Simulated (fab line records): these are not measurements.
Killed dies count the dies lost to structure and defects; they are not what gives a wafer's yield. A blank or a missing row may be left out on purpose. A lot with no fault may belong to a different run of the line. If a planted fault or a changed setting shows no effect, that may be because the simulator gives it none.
Matching of chambers    flow nand_harc    4 sister chambers for NHARC_A_STAIRCASE_CMP_450 on cmp-04
The step polishes SiO2, target thk 200 nm. 4 wafers are shown with their chamber, then 7 later ones without.

## WAFERS PAIRED WITH THEIR CHAMBERS
wafer   chamber  motor_current_A (A)
L075.5  0        10.4
L081.2  3        13.6
L090.3  2        9.4
L090.4  1        10.9

## WAFERS WHOSE CHAMBER IS MISSING
wafer   motor_current_A (A)
L090.5  11.1
L094.1  14.0
L094.2  10.8
L094.5  9.1
L095.2  11.5
L095.3  10.1
L095.5  11.0

## CHAMBER TAKEN BY EACH
wafer   from the rows above           in truth
L090.5  can't be placed: 1 or 0       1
L094.1  3                             3
L094.2  can't be placed: 1 or 0       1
L094.5  2                             2
L095.2  can't be placed: 1 or 0       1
L095.3  can't be placed: 0 or 2 or 1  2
L095.5  can't be placed: 1 or 0       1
Correctly placed: 2 of 7. Not placeable from these rows: 5 (in 5, the candidates include the true chamber). 0 placed wrongly.
How it was worked out, from the rows above alone: a wafer's distance from a chamber is the root of the sum, over the readings, of the square of ((its reading less the chamber's mean) divided by the reading's scatter). The wafer belongs to the nearest chamber; if the next one is less than 2 further off, it can't be placed. For every chamber, the mean is computed from those of its wafers that are shown. The scatter: with one shown wafer a chamber, the root of the mean of the squares of how far each hidden wafer lies from its nearest shown one.
